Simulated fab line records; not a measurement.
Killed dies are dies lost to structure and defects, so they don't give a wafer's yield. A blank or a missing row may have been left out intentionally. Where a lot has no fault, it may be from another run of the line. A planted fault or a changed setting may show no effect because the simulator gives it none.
fab line records	flow nand_harc
record: lots: 14	wafers: 42	last_day: 34
route steps=1302 shown A_CONTACT@1087 THIN_TSV@1263 END@1302
lots that met no fault: taken from a fault-free run of the same line
start_h: the number of hours between the record's first day and the start of the first shown wafer of the lot	wait_h: hours since the lot's step before	" same as the row above	L1.1+2: one row covering several wafers at once	- value missing, or start not given	* or withheld: withheld	< > ~ a bound
route shown NAME@n: names a module that has steps shown in the file, with the first one's number in the route	usual: mean/standard deviation taken from wafers without a fault	same: alike in all rows	chamber/n: place in a boat	sites: per-site readings	_std_site: their standard deviation	_edge_site: mean of outer sites minus mean of inner sites	radius_mm: for every site, how far away it sits from the centre of the wafer	mask NAME#n: copy n	behind: the most recent tool/chamber to have shaped the wafer	hold: reason for holding the lot/hours on hold/outcome of the hold	device: names the non-switching transistor (n, p or np)	end of line: tests of these same wafers at the route's end	step lacking rows: just its recipe	killed: at the first sort, the dies lost to defects and structure; wafer yield is something else	map: a wafer's dies, marking killed ones x, the rest . and places with no die _
set.NAME: the setting as run; set.NAME@STEP: as run at that earlier step	model.NAME: the simulator's own value behind a step, which no gauge read
steps of the route over a sample of lots; a table a step, a row a wafer
services: a tool's chamber out of use, with start hour (start_h, from the record's first day; less than 0 if before it), hours out, and reason
== steps ==
step: NHARC_A_CONTACT_ETCH_135
recipe: source_w: withheld	pressure_mtorr: 20	bias_v: 1200	time_s: 311	target_depth_a: 19120	ar_flow_sccm: withheld	c4f8_flow_sccm: withheld	o2_flow_sccm: withheld	chemistry: C4F8/O2/Ar
same: time_s: 311
lot.wafer	tool	chamber	start_h	wait_h	rf_hours_counter_h
L571.1	har_cap_etch-02	0	507.54	0.2	85
L571.6	"	1	"	"	-
L571.5	"	0	"	"	-
L573.2	har_cap_etch-02	1	532.03	0.2	90
L573.4	"	0	"	"	-
L573.5	"	0	"	"	-
L574.1	har_cap_etch-01	0	546.46	0.2	6
L574.3	"	0	"	"	-
L574.6	"	1	"	"	-
L575.3	har_cap_etch-03	0	548.21	0.2	-
L575.4	"	1	"	"	-
L575.6	"	0	"	"	-
L577.4	har_cap_etch-03	0	563.14	0.2	-
L577.3	"	1	"	"	-
L577.5	"	0	"	"	-
L576.2	har_cap_etch-01	1	574.61	0.2	10
L576.4	"	0	"	"	-
L576.6	"	0	"	"	-
L578.1	har_cap_etch-01	1	596.92	0.2	13
L578.2	"	0	"	"	13
L578.6	"	1	"	"	-
L579.1	har_cap_etch-01	1	602.06	0.2	14
L579.2	"	0	"	"	14
L579.6	"	1	"	"	-
L580.4	har_cap_etch-01	0	609.17	0.2	-
L580.3	"	1	"	"	-
L580.5	"	0	"	"	-
L582.2	har_cap_etch-01	1	625.55	0.2	19
L582.5	"	1	"	"	-
L582.6	"	0	"	"	-
L583.3	har_cap_etch-01	1	632.30	0.3	-
L583.4	"	0	"	"	-
L583.5	"	1	"	"	-
L586.2	har_cap_etch-01	1	654.54	0.2	27
L586.4	"	0	"	"	-
L586.6	"	1	"	"	-
L593.2	har_cap_etch-01	0	739.05	0.2	40
L593.4	"	1	"	"	-
L593.6	"	0	"	"	-
L594.1	har_cap_etch-01	0	750.34	0.2	41
L594.3	"	0	"	"	-
L594.5	"	1	"	"	-
step: NHARC_THIN_TSV_ETCH_15
recipe: target_depth_a: 30000	bosch_target_overetch_cycles: 2	bosch_etch_step_s: 2.8	bosch_dep_step_s: 1.2	bosch_cycles: 14
usual: drypump_motor_current_A: 5.7/0.47
lot.wafer	tool	chamber	start_h	wait_h	drypump_motor_current_A	rf_hours_counter_h
L571.1	rie_si-04	1	542.31	-	5.5	0.0
L571.5	"	3	"	"	5.4	-
L571.6	"	0	"	"	6.5	-
L573.2	rie_si-02	0	564.26	-	5.2	0.5
L573.4	"	2	"	"	5.5	0.6
L573.5	"	3	"	"	6.1	-
L574.3	rie_si-04	0	581.06	-	6.4	0.3
L574.1	"	2	"	"	5.3	0.2
L574.6	"	0	"	"	6.4	-
L575.3	rie_si-01	2	582.25	-	5.9	0.3
L575.6	"	3	"	"	5.0	-
L575.4	"	0	"	"	6.3	-
L577.3	rie_si-01	0	596.34	-	6.3	0.4
L577.5	"	0	"	"	6.3	-
L577.4	"	3	"	"	5.0	-
L576.2	rie_si-04	2	615.49	-	5.3	0.5
L576.6	"	2	"	"	5.3	-
L576.4	"	1	"	"	5.5	-
L578.1	rie_si-04	0	633.19	-	6.5	0.6
L578.2	"	1	"	"	5.5	0.5
L578.6	"	3	"	"	5.3	-
L579.2	rie_si-01	1	634.33	-	5.9	0.3
L579.1	"	0	"	"	6.3	0.7
L579.6	"	0	"	"	6.3	-
L580.4	rie_si-04	2	644.11	-	5.3	0.7
L580.3	"	1	"	"	5.5	0.6
L580.5	"	3	"	"	5.3	-
L582.2	rie_si-01	2	660.15	-	5.9	0.8
L582.5	"	3	"	"	5.1	-
L582.6	"	0	"	"	6.3	-
L583.3	rie_si-02	1	666.17	-	6.1	0.1
L583.4	"	2	"	"	5.5	0.1
L583.5	"	0	"	"	5.2	-
L586.4	rie_si-01	2	688.78	-	5.9	1.0
L586.2	"	0	"	"	6.3	1.0
L586.6	"	3	"	"	5.0	-
L593.2	rie_si-02	2	774.80	-	5.4	0.6
L593.4	"	0	"	"	5.2	0.8
L593.6	"	3	"	"	6.2	-
L594.3	rie_si-02	0	786.34	-	5.2	0.9
L594.1	"	2	"	"	5.4	0.7
L594.5	"	3	"	"	6.2	-
step: NHARC_THIN_TSV_ETCHBACK_48
recipe: target_depth_a: 10285	over_etch_frac: 0.3	time_s: 405.17	ion_energy_ev: 250	c4f8_flow_sccm: withheld	ar_flow_sccm: withheld	rf_w: 600	bias_w: 300	chemistry: C4F8/Ar
usual: oes_product_au: 0.95/0.036	rf_vpp_V: 546/3.6
lot.wafer	tool	chamber	start_h	wait_h	oes_product_au	rf_hours_counter_h	rf_vpp_V
L571.1	rie_diel-02	0	544.05	-	1.02	7.4	550
L571.6	"	0	"	"	1.01	-	550
L571.5	"	1	"	"	1.01	-	543
L573.4	rie_diel-13	3	565.70	-	0.98	1.5	548
L573.2	"	1	"	"	0.98	1.5	549
L573.5	"	2	"	"	0.97	-	552
L574.1	rie_diel-10	2	582.46	-	0.92	8.3	545
L574.3	"	0	"	"	0.93	11.2	547
L574.6	"	3	"	"	0.93	-	543
L575.4	rie_diel-13	0	583.78	-	0.99	2.6	542
L575.3	"	1	"	"	0.98	2.6	549
L575.6	"	2	"	"	1.00	-	551
L577.3	rie_diel-02	3	597.77	-	0.97	2.5	549
L577.4	"	1	"	"	0.97	3.4	542
L577.5	"	0	"	"	0.98	-	551
L576.4	rie_diel-10	2	616.97	-	1.01	0.6	546
L576.2	"	0	"	"	1.00	0.4	545
L576.6	"	2	"	"	1.01	-	546
L578.1	rie_diel-10	2	634.66	-	1.02	2.0	546
L578.2	"	3	"	"	0.99	1.8	544
L578.6	"	0	"	"	1.01	-	547
L579.1	rie_diel-10	0	635.89	-	0.93	1.7	546
L579.2	"	3	"	"	0.91	1.9	544
L579.6	"	1	"	"	0.94	-	542
L580.3	rie_diel-13	3	645.63	-	0.91	5.8	549
L580.4	"	0	"	"	0.92	-	539
L580.5	"	1	"	"	0.91	-	550
L582.2	rie_diel-13	0	661.70	-	0.92	7.1	543
L582.6	"	3	"	"	0.91	-	549
L582.5	"	1	"	"	0.90	-	549
L583.3	rie_diel-13	3	667.66	-	0.91	7.7	549
L583.5	"	0	"	"	0.93	-	540
L583.4	"	3	"	"	0.91	-	549
L586.2	rie_diel-10	1	690.19	-	0.95	6.1	542
L586.4	"	3	"	"	0.92	5.7	544
L586.6	"	2	"	"	0.95	-	545
L593.4	rie_diel-13	3	776.39	-	0.96	4.5	547
L593.2	"	0	"	"	0.98	4.1	541
L593.6	"	3	"	"	0.96	-	548
L594.1	rie_diel-13	2	787.78	-	0.93	5.1	552
L594.3	"	3	"	"	0.96	5.2	548
L594.5	"	1	"	"	0.96	-	551
step: NHARC_THIN_TSV_DEGAS_49
recipe: temp_c: 300	time_s: 120
usual: heater_power_w: 463/50
same: time_s: 120
lot.wafer	tool	chamber	start_h	wait_h	heater_power_w
L571.1	pvd_sputter-03	-	544.61	0.2	522
L571.5	"	-	"	"	450
L571.6	"	-	"	"	415
L573.2	pvd_sputter-02	-	566.19	0.1	384
L573.4	"	-	"	"	532
L573.5	"	-	"	"	431
L574.1	pvd_sputter-03	-	582.99	0.1	464
L574.3	"	-	"	"	416
L574.6	"	-	"	"	463
L575.3	pvd_sputter-03	-	584.25	0.1	410
L575.4	"	-	"	"	504
L575.6	"	-	"	"	443
L577.3	pvd_sputter-03	-	598.30	0.1	506
L577.4	"	-	"	"	440
L577.5	"	-	"	"	443
L576.2	pvd_sputter-02	-	617.47	0.1	549
L576.4	"	-	"	"	447
L576.6	"	-	"	"	427
L578.1	pvd_sputter-03	-	635.12	0.1	524
L578.2	"	-	"	"	480
L578.6	"	-	"	"	510
L579.2	pvd_sputter-03	-	636.42	0.1	414
L579.1	"	-	"	"	463
L579.6	"	-	"	"	423
L580.3	pvd_sputter-01	-	646.13	0.1	599
L580.4	"	-	"	"	475
L580.5	"	-	"	"	506
L582.2	pvd_sputter-03	-	662.28	0.2	422
L582.6	"	-	"	"	469
L582.5	"	-	"	"	497
L583.4	pvd_sputter-03	-	668.18	0.1	424
L583.3	"	-	"	"	473
L583.5	"	-	"	"	413
L586.2	pvd_sputter-01	-	690.73	0.2	467
L586.4	"	-	"	"	601
L586.6	"	-	"	"	510
L593.2	pvd_sputter-03	-	776.88	0.1	478
L593.4	"	-	"	"	473
L593.6	"	-	"	"	459
L594.1	pvd_sputter-03	-	788.39	0.1	479
L594.3	"	-	"	"	409
L594.5	"	-	"	"	456
step: NHARC_END_SORT_01
recipe: temp_c: 25
usual: killed_at_array: 57/21	killed_at_other: 0.9/1.2	killed_at_periphery: 4.2/2.9	killed_dies: 62/21	killed_open: 3.2/1.8	killed_short: 2.4/1.5
same: gross_dies: 677
lot.wafer	tool	chamber	start_h	wait_h	killed_at_array	killed_at_other	killed_at_periphery	killed_dies	killed_open	killed_short
L583.3	prober-02	0	683.79	3.1	47	0	10	57	2	5
L583.4	prober-02	0	684.59	3.4	128	0	3	131	2	2
L583.5	prober-02	0	685.40	3.7	42	0	8	50	5	4
L586.2	prober-01	0	706.24	2.8	70	0	9	79	1	0
L586.4	prober-01	0	707.84	3.4	146	1	10	157	4	2
L586.6	prober-01	0	709.44	4.0	69	0	4	73	2	4
killed by level:class
L583.3 A_CHANNEL_HOLE_D1:chamber_film_flake=30 P_M1:chamber_film_flake=7 A_STAIRCASE:chamber_film_flake=5 A_CONTACT:chamber_film_flake=4 A_WL_FILL:chamber_film_flake=3 P_GATE:geometric_particle:short=1 P_M1:geometric_particle:open=1 A_CHANNEL_FILL_D1:geometric_particle:short=1
L583.4 A_CONTACT:unspecified=74 A_CHANNEL_HOLE_D1:chamber_film_flake=37 A_CONTACT:chamber_film_flake=7 P_M1:chamber_film_flake=3 A_CHANNEL_FILL_D2:chamber_film_flake=3 A_WL_FILL:chamber_film_flake=2 A_ONON_D1:geometric_particle:short=1 A_DECK1_JOINT:geometric_particle:open=1
L583.5 A_CHANNEL_HOLE_D1:chamber_film_flake=25 P_M1:chamber_film_flake=4 A_CONTACT:chamber_film_flake=3 A_CHANNEL_FILL_D2:chamber_film_flake=3 A_ONON_D1:geometric_particle:short=2 A_ONON_D2:geometric_particle:open=2 P_GATE:chamber_film_flake=2 A_WL_FILL:chamber_film_flake=2
L586.2 A_CHANNEL_HOLE_D1:chamber_film_flake=33 A_SLIT:chamber_film_flake=28 P_CONTACT:chamber_film_flake=7 A_CONTACT:chamber_film_flake=5 A_DECK1_JOINT:geometric_particle:open=1 P_STI:chamber_film_flake=1 P_GATE:chamber_film_flake=1 A_CHANNEL_FILL_D1:chamber_film_flake=1
L586.4 A_CONTACT:unspecified=73 A_SLIT:chamber_film_flake=36 A_CHANNEL_HOLE_D1:chamber_film_flake=25 P_CONTACT:chamber_film_flake=7 A_CONTACT:chamber_film_flake=5 A_CHANNEL_FILL_D1:chamber_film_flake=2 P_M0:geometric_particle:open=1 P_M0:geometric_particle:short=1
L586.6 A_CHANNEL_HOLE_D1:chamber_film_flake=29 A_SLIT:chamber_film_flake=28 A_CONTACT:chamber_film_flake=6 A_SGD_CUT:geometric_particle:short=2 P_M2:geometric_particle:short=1 A_ONON_D1:geometric_particle:short=1 A_WL_FILL:geometric_particle:open=1 A_M1:geometric_particle:open=1
== services ==
tool	chamber	start_h	hours	kind
har_cap_etch-01	-	497.00	17.0	pm
rie_si-01	1	513.63	2.0	repair
rie_diel-13	-	519.00	9.0	pm
rie_si-04	-	519.00	9.0	pm
pvd_sputter-03	-	526.03	10.0	pm
rie_si-01	-	547.00	9.0	pm
rie_si-04	0	552.23	1.0	repair
rie_diel-13	2	556.86	5.6	repair
rie_si-01	1	563.44	51.3	repair
rie_diel-10	-	596.56	9.0	pm
pvd_sputter-03	-	603.83	0.7	repair
rie_si-04	0	612.07	7.8	repair
rie_si-04	1	628.72	3.9	repair
rie_si-01	2	632.21	10.9	repair
har_cap_etch-01	-	637.38	0.2	repair
rie_diel-13	2	640.68	29.4	repair
har_cap_etch-01	-	658.40	0.5	repair
rie_si-04	3	661.35	7.7	repair
har_cap_etch-01	-	664.87	0.3	repair
rie_diel-10	-	669.69	1.9	repair
rie_diel-13	-	696.00	9.0	pm
pvd_sputter-03	-	704.03	10.0	pm
rie_diel-13	0	712.19	4.0	repair
rie_diel-13	1	752.20	7.6	repair
== key ==
first_sign: step: NHARC_END_SORT_01	reading: killed_dies	direction: up	sigmas: 3.9	usual: 62	struck: 144
effect: step: NHARC_END_SORT_01	reading: killed_at_array	direction: up	sigmas: 3.9	usual: 57	struck: 137
more_kills_born_at: NHARC_A_CONTACT_ETCH_135@har_cap_etch-01: 147
met_at NHARC_A_CONTACT_ETCH_135
struck_lots L583,L586
struck_wafers L583.4,L586.4
tester_left_out L583,L586
not_acting_at NHARC_THIN_TSV_ETCH_15,NHARC_THIN_TSV_ETCHBACK_48,NHARC_THIN_TSV_DEGAS_49
onset_between 625.55 632.30
fault: kind: chamber_particle_source	tool: har_cap_etch-01	chamber: 0	onset_h: 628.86	steps: NHARC_A_CONTACT_ETCH_135	rate_per_visit_cm2: 0.61345	end_h: 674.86
tester_left_out: of these lots the tester's yield and bins aren't shown, on N5 and GAA mostly nor the transistor test; their killed dies are dies lost to structure and defects alone, not to doping, threshold or leakage, so they don't give the yield
